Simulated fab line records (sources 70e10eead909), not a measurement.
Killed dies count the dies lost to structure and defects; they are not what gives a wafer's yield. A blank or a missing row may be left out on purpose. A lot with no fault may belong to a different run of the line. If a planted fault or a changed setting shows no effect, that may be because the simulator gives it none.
fab line records	flow nandHarc
record lots=13	wafers=39	lastDay=24
route steps=1159 shown P_ZERO_WELL@59 P_STI@73 END@1159
lots that met no fault: taken from a fault-free run of the same line
startH: start of the lot's first displayed wafer, in hours after the record's first day	waitH: hours from the lot's prior step to this one	" the same as in the row above	L1.1+2: a row that stands for several wafers	- either no value or no given start	* or withheld: withheld	< > ~ a bound
route shown NAME@n: a module of which the file shows steps, and the number in the route of the first	usual: mean/standard deviation of fault-free wafers	same: alike in all rows	chamber/n: place in a boat	sites: each site's reading	_std_site: how widely they spread, as a standard deviation	_edge_site: outer sites' mean less inner sites'	radiusMm: how far each site lies from the wafer's centre	mask NAME#n: copy n	behind: the tool/chamber that last shaped the wafer	hold: reason for holding the lot/hours on hold/outcome of the hold	device: whichever transistor did not switch (one of n, p or np)	end of line: tests run on the same wafers once the route is complete	where a step has no rows: the recipe by itself	killed: dies lost to structure and defects at the first sort, not the wafer's yield	map: dies across one wafer; x = killed, . = not, _ = none there
set.NAME: the setting that was run; set.NAME@STEP: the one run at that earlier step	model.NAME: the simulator's own value behind a step, which no gauge read
steps of the route over a sample of lots; a table a step, a row a wafer
services: from which hour (startH, from the record's first day; less than 0 if before it) a tool's chamber was out of use, for how many hours, and why
## steps
# step NHARC_P_ZERO_WELL_CD_MEAS_52
# recipe targetCdNm=2000	landingEnergyEv=500
# usual cdNm=2000.8/1.8
lot.wafer	tool	chamber	startH	waitH	cdNm
L996.2	cdSem-02	0	23.94	-	2002.9
L996.3	"	0	"	"	2001.9
L996.4	"	0	"	"	2001.5
L997.1	cdSem-02	0	29.96	-	1995.9
L997.2	"	0	"	"	2001.2
L997.4	"	0	"	"	1998.3
L998.2	cdSem-03	0	35.80	-	1999.2
L998.3	"	0	"	"	2000.1
L998.5	"	0	"	"	2000.5
L999.3	cdSem-01	0	41.89	-	1999.8
L999.5	"	0	"	"	2001.1
L999.6	"	0	"	"	2000.2
L101.1	cdSem-01	0	53.88	-	2000.0
L101.2	"	0	"	"	2000.6
L101.6	"	0	"	"	2002.7
L102.2	cdSem-01	0	59.83	-	2000.2
L102.3	"	0	"	"	1997.3
L102.5	"	0	"	"	2000.1
L103.3	cdSem-02	0	65.67	-	2001.0
L103.4	"	0	"	"	1999.9
L103.6	"	0	"	"	2001.0
L106.2	cdSem-01	0	83.97	-	2001.5
L106.3	"	0	"	"	2001.0
L106.6	"	0	"	"	1999.0
L109.1	cdSem-02	0	101.74	-	1999.2
L109.4	"	0	"	"	2001.3
L109.5	"	0	"	"	1998.8
L112.2	cdSem-03	0	119.52	-	2003.0
L112.3	"	0	"	"	1998.5
L112.4	"	0	"	"	2000.4
L113.1	cdSem-02	0	125.62	-	2003.1
L113.2	"	0	"	"	1999.9
L113.4	"	0	"	"	2003.2
L116.2	cdSem-03	0	143.63	-	2002.0
L116.3	"	0	"	"	2002.1
L116.6	"	0	"	"	2003.1
L118.2	cdSem-03	0	155.49	-	2000.2
L118.3	"	0	"	"	2000.6
L118.5	"	0	"	"	2000.7
# step NHARC_P_STI_HM_DEP_30
# recipe targetThkA=800	tempC=790	pressureMtorr=300	timeS=873	material=Si3N4
# usual pressureMtorr=300.1/0.62	spikeTcBottomC=810.6/1.3	spikeTcLowerC=790.4/1.2
# same timeS=873
lot.wafer	tool	chamber	startH	waitH	pressureMtorr	spikeTcBottomC	spikeTcLowerC
L996.2	lpcvd-02	1	34.91	3.6	300.4	810.8	789.8
L996.3	"	1	"	"	299.6	810.2	792.7
L996.4	"	1	"	"	300.5	809.3	791.2
L997.1	lpcvd-02	0	43.14	3.6	299.5	812.0	790.2
L997.2	"	0	"	"	299.5	811.7	789.9
L997.4	"	0	"	"	298.6	811.6	789.3
L998.2	lpcvd-02	0	54.26	3.6	300.2	812.0	789.9
L998.3	"	0	"	"	300.4	811.8	790.0
L998.5	"	0	"	"	299.7	810.4	787.1
L999.3	lpcvd-02	1	54.26	3.6	299.7	809.7	790.2
L999.5	"	1	"	"	299.6	810.6	791.5
L999.6	"	1	"	"	299.7	809.8	790.7
L101.1	lpcvd-02	0	68.86	3.6	300.2	812.4	789.2
L101.2	"	0	"	"	300.8	812.9	789.9
L101.6	"	0	"	"	300.1	811.5	788.5
L102.2	lpcvd-01	0	72.97	3.6	300.2	810.7	791.2
L102.3	"	0	"	"	300.1	810.0	791.3
L102.5	"	0	"	"	299.4	810.2	791.9
L103.3	lpcvd-01	0	78.77	3.6	299.6	813.7	790.9
L103.4	"	0	"	"	300.3	809.6	790.9
L103.6	"	0	"	"	299.5	810.3	790.8
L106.2	lpcvd-01	0	99.36	3.6	300.7	809.5	790.3
L106.3	"	0	"	"	299.9	810.5	788.7
L106.6	"	0	"	"	299.7	810.1	791.7
L109.1	lpcvd-01	0	114.89	3.6	300.7	809.5	789.4
L109.4	"	0	"	"	300.1	810.1	790.9
L109.5	"	0	"	"	300.6	809.7	793.2
L112.2	lpcvd-02	0	133.71	3.6	299.3	813.5	788.1
L112.3	"	0	"	"	299.1	811.6	788.3
L112.4	"	0	"	"	299.7	812.1	789.9
L113.1	lpcvd-01	0	139.66	3.6	301.5	810.8	791.9
L113.2	"	0	"	"	300.1	811.8	791.0
L113.4	"	0	"	"	300.4	811.4	790.6
L116.2	lpcvd-01	0	158.65	3.6	299.9	811.1	789.1
L116.3	"	0	"	"	301.4	809.0	789.5
L116.6	"	0	"	"	300.7	810.1	791.9
L118.2	lpcvd-01	1	168.53	3.6	299.7	808.8	791.2
L118.3	"	1	"	"	300.1	808.8	791.0
L118.5	"	1	"	"	298.8	809.6	790.3
# step NHARC_P_STI_CD_MEAS_09
# recipe targetCdNm=200	landingEnergyEv=500
# usual cdNm=201/3.2
lot.wafer	tool	chamber	startH	waitH	cdNm
L996.2	cdSem-02	0	39.18	-	203
L996.3	"	0	"	"	202
L996.4	"	0	"	"	201
L997.1	cdSem-03	0	47.22	-	196
L997.2	"	0	"	"	201
L997.4	"	0	"	"	200
L999.3	cdSem-03	0	58.22	-	197
L999.5	"	0	"	"	202
L999.6	"	0	"	"	201
L998.2	cdSem-03	0	58.38	-	199
L998.3	"	0	"	"	196
L998.5	"	0	"	"	197
L101.1	cdSem-01	0	72.93	-	198
L101.2	"	0	"	"	201
L101.6	"	0	"	"	196
L102.2	cdSem-03	0	77.04	-	202
L102.3	"	0	"	"	204
L102.5	"	0	"	"	199
L103.3	cdSem-02	0	82.78	-	204
L103.4	"	0	"	"	204
L103.6	"	0	"	"	202
L106.2	cdSem-02	0	103.47	-	205
L106.3	"	0	"	"	203
L106.6	"	0	"	"	204
L109.1	cdSem-02	0	119.03	-	201
L109.4	"	0	"	"	195
L109.5	"	0	"	"	198
L112.2	cdSem-03	0	137.66	-	197
L112.3	"	0	"	"	201
L112.4	"	0	"	"	200
L113.1	cdSem-02	0	143.61	-	202
L113.2	"	0	"	"	203
L113.4	"	0	"	"	200
L116.2	cdSem-03	0	162.62	-	199
L116.3	"	0	"	"	201
L116.6	"	0	"	"	197
L118.2	cdSem-02	0	172.66	-	196
L118.3	"	0	"	"	202
L118.5	"	0	"	"	201
# step NHARC_P_STI_INSPECT_11
# usual rawDefectCount=5.3/2.8
lot.wafer	tool	chamber	startH	waitH	rawDefectCount
L996.2	defectInspect-02	-	39.30	0.0	4
L996.3	"	-	"	"	4
L996.4	"	-	"	"	1
L997.1	defectInspect-02	-	47.34	0.0	6
L997.2	"	-	"	"	8
L997.4	"	-	"	"	1
L999.3	defectInspect-01	-	58.34	0.0	3
L999.5	"	-	"	"	8
L999.6	"	-	"	"	7
L998.2	defectInspect-02	-	58.50	0.0	3
L998.3	"	-	"	"	5
L998.5	"	-	"	"	4
L101.1	defectInspect-01	-	73.05	0.0	3
L101.2	"	-	"	"	4
L101.6	"	-	"	"	9
L102.2	defectInspect-01	-	77.16	0.0	5
L102.3	"	-	"	"	3
L102.5	"	-	"	"	8
L103.3	defectInspect-02	-	82.90	0.0	2
L103.4	"	-	"	"	4
L103.6	"	-	"	"	4
L106.2	defectInspect-02	-	103.60	0.0	6
L106.3	"	-	"	"	10
L106.6	"	-	"	"	1
L109.1	defectInspect-01	-	119.16	0.0	7
L109.4	"	-	"	"	2
L109.5	"	-	"	"	3
L112.2	defectInspect-01	-	137.78	0.0	20
L112.3	"	-	"	"	25
L112.4	"	-	"	"	18
L113.1	defectInspect-01	-	143.74	0.0	3
L113.2	"	-	"	"	4
L113.4	"	-	"	"	6
L116.2	defectInspect-01	-	162.74	0.0	3
L116.3	"	-	"	"	6
L116.6	"	-	"	"	6
L118.2	defectInspect-01	-	172.80	0.0	8
L118.3	"	-	"	"	5
L118.5	"	-	"	"	8
# step NHARC_P_STI_ETCH_15
# recipe targetDepthA=3000	taperDeg=4	timeS=100.1	hbrFlowSccm=150	cl2FlowSccm=50	rfW=400	icpW=400	biasW=100	chemistry=HBr/Cl2
# usual drypumpMotorCurrentA=5.7/0.42	oesProductAu=0.998/0.013	throttleValvePct=26.404/0.0093
# same timeS=100.1
lot.wafer	tool	chamber	startH	waitH	drypumpMotorCurrentA	oesProductAu	rfHoursCounterH	throttleValvePct
L996.4	rieSi-06	2	39.71	-	5.9	0.997	0.2	26.399
L996.3	"	0	"	"	6.0	1.003	0.3	26.410
L996.2	"	1	"	"	5.8	1.014	0.3	26.387
L997.4	rieSi-01	3	47.77	-	5.8	0.998	0.8	26.394
L997.1	"	0	"	"	6.2	0.991	0.8	26.397
L997.2	"	1	"	"	5.8	0.994	0.6	26.420
L999.3	rieSi-06	2	58.75	-	6.0	0.991	0.3	26.390
L999.5	"	2	"	"	5.9	0.999	-	26.404
L999.6	"	3	"	"	5.0	1.027	-	26.395
L998.2	rieSi-01	3	58.93	-	5.7	0.997	0.9	26.408
L998.3	"	0	"	"	6.2	0.987	0.9	26.415
L998.5	"	3	"	"	5.7	0.990	-	26.406
L101.1	rieSi-06	3	73.50	-	5.0	1.021	0.5	26.405
L101.2	"	1	"	"	5.7	1.023	0.5	26.407
L101.6	"	0	"	"	6.0	0.969	-	26.394
L102.2	rieSi-01	1	77.60	-	5.8	1.006	0.7	26.406
L102.3	"	2	"	"	6.3	1.018	0.9	26.403
L102.5	"	1	"	"	5.8	1.002	-	26.387
L103.4	rieSi-06	1	83.31	-	5.7	1.012	0.6	26.413
L103.3	"	0	"	"	5.9	0.974	0.6	26.402
L103.6	"	2	"	"	6.0	0.994	-	26.411
L106.3	rieSi-02	3	104.02	-	5.7	0.978	0.5	26.410
L106.2	"	1	"	"	6.3	1.018	0.5	26.402
L106.6	"	2	"	"	5.0	0.982	-	26.408
L109.4	rieSi-06	0	119.65	-	6.0	1.002	0.8	26.412
L109.1	"	1	"	"	5.8	1.009	0.8	26.410
L109.5	"	2	"	"	5.9	0.996	-	26.393
L112.3	rieSi-02	2	138.19	-	5.0	0.985	0.7	26.406
L112.4	"	3	"	"	5.7	0.969	0.8	26.393
L112.2	"	1	"	"	6.3	1.001	0.8	26.411
L113.4	rieSi-06	0	144.19	-	5.9	1.007	0.9	26.400
L113.1	"	1	"	"	5.8	1.008	1.0	26.408
L113.2	"	3	"	"	5.0	1.009	1.1	26.411
L116.2	rieSi-06	2	163.18	-	5.9	1.004	1.1	26.415
L116.3	"	3	"	"	5.1	0.999	1.2	26.409
L116.6	"	0	"	"	6.0	0.995	-	26.411
L118.2	rieSi-02	3	173.21	-	5.7	0.976	1.1	26.410
L118.3	"	0	"	"	5.4	0.994	1.1	26.410
L118.5	"	0	"	"	5.4	0.989	-	26.412
# step NHARC_END_SORT_01
# recipe tempC=25
# usual killedAtArray=24/8.4	killedAtOther=0.7/1.1	killedAtPeriphery=2.9/1.7	killedDies=27/8.6	killedOpen=3.3/1.8	killedShort=1.8/1.4
# same grossDies=677
lot.wafer	tool	chamber	startH	waitH	killedAtArray	killedAtOther	killedAtPeriphery	killedDies	killedOpen	killedShort
L112.2	prober-02	0	557.98	2.8	25	2	12	39	5	3
L112.3	prober-02	0	558.78	3.1	31	0	19	50	4	2
L112.4	prober-02	0	559.58	3.4	30	1	13	44	2	1
# killed by level:class
L112.2 P_STI:unspecified=11 A_CHANNEL_HOLE_D1:chamberFilmFlake=10 A_WL_FILL:chamberFilmFlake=4 A_STAIRCASE:chamberFilmFlake=3 A_CONTACT:geometricParticle:open=2 A_CONTACT:chamberFilmFlake=2 P_BONDPAD:geometricParticle:open=1 A_ONON_D1:geometricParticle:short=1
L112.3 A_CHANNEL_HOLE_D1:chamberFilmFlake=19 P_STI:unspecified=17 A_CONTACT:chamberFilmFlake=4 P_M0:geometricParticle:open=1 A_SOURCE_PLATE:geometricParticle:open=1 A_ONON_D1:geometricParticle:short=1 A_WL_FILL:geometricParticle:open=1 A_WL_FILL:geometricParticle:short=1
L112.4 A_CHANNEL_HOLE_D1:chamberFilmFlake=21 P_STI:unspecified=12 A_STAIRCASE:chamberFilmFlake=3 A_CONTACT:chamberFilmFlake=3 P_M0:geometricParticle:open=1 A_SOURCE_PLATE:geometricParticle:open=1 A_SGD_CUT:geometricParticle:short=1 A_WL_FILL:chamberFilmFlake=1
## services
tool	chamber	startH	hours	kind
rieSi-06	0	15.00	-	clean
rieSi-06	1	15.00	-	clean
rieSi-06	2	15.00	-	clean
rieSi-06	3	15.00	-	clean
rieSi-02	-	34.00	9.0	pm
rieSi-02	0	34.00	9.0	ventCycle
rieSi-02	1	34.00	9.0	ventCycle
rieSi-02	2	34.00	9.0	ventCycle
rieSi-02	3	34.00	9.0	ventCycle
rieSi-02	0	43.00	-	clean
rieSi-02	1	43.00	-	clean
rieSi-02	2	43.00	-	clean
rieSi-02	3	43.00	-	clean
rieSi-06	2	53.66	4.6	repair
rieSi-01	1	92.31	14.2	repair
rieSi-02	2	92.57	7.8	repair
rieSi-01	3	101.76	1.2	repair
rieSi-01	-	127.00	9.0	pm
rieSi-01	0	127.00	9.0	ventCycle
rieSi-01	1	127.00	9.0	ventCycle
rieSi-01	2	127.00	9.0	ventCycle
rieSi-01	3	127.00	9.0	ventCycle
rieSi-01	0	136.00	-	clean
rieSi-01	-	154.38	0.4	repair
## key
firstSign step=NHARC_P_STI_INSPECT_11	reading=rawDefectCount	direction=up	sigmas=5.7	usual=5.3	struck=21
effect step=NHARC_END_SORT_01	reading=killedAtPeriphery	direction=up	sigmas=6.9	usual=2.9	struck=14.7
moreKillsBornAt NHARC_P_STI_HM_DEP_30@lpcvd-02=40
metAt NHARC_P_STI_HM_DEP_30
struckLots L112
struckWafers L112.2,L112.3,L112.4
testerLeftOut L112
notActingAt NHARC_P_ZERO_WELL_CD_MEAS_52,NHARC_P_STI_CD_MEAS_09,NHARC_P_STI_ETCH_15
onsetBetween 68.86 133.71
fault kind=chamberParticleSource	tool=lpcvd-02	chamber=0	onsetH=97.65	steps=NHARC_P_STI_HM_DEP_30	ratePerVisitCm2=0.023871	endH=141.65
# testerLeftOut: of these lots the tester's yield and bins aren't shown, on N5 and GAA mostly nor the transistor test; their killed dies are dies lost to structure and defects alone, not to doping, threshold or leakage, so they don't give the yield
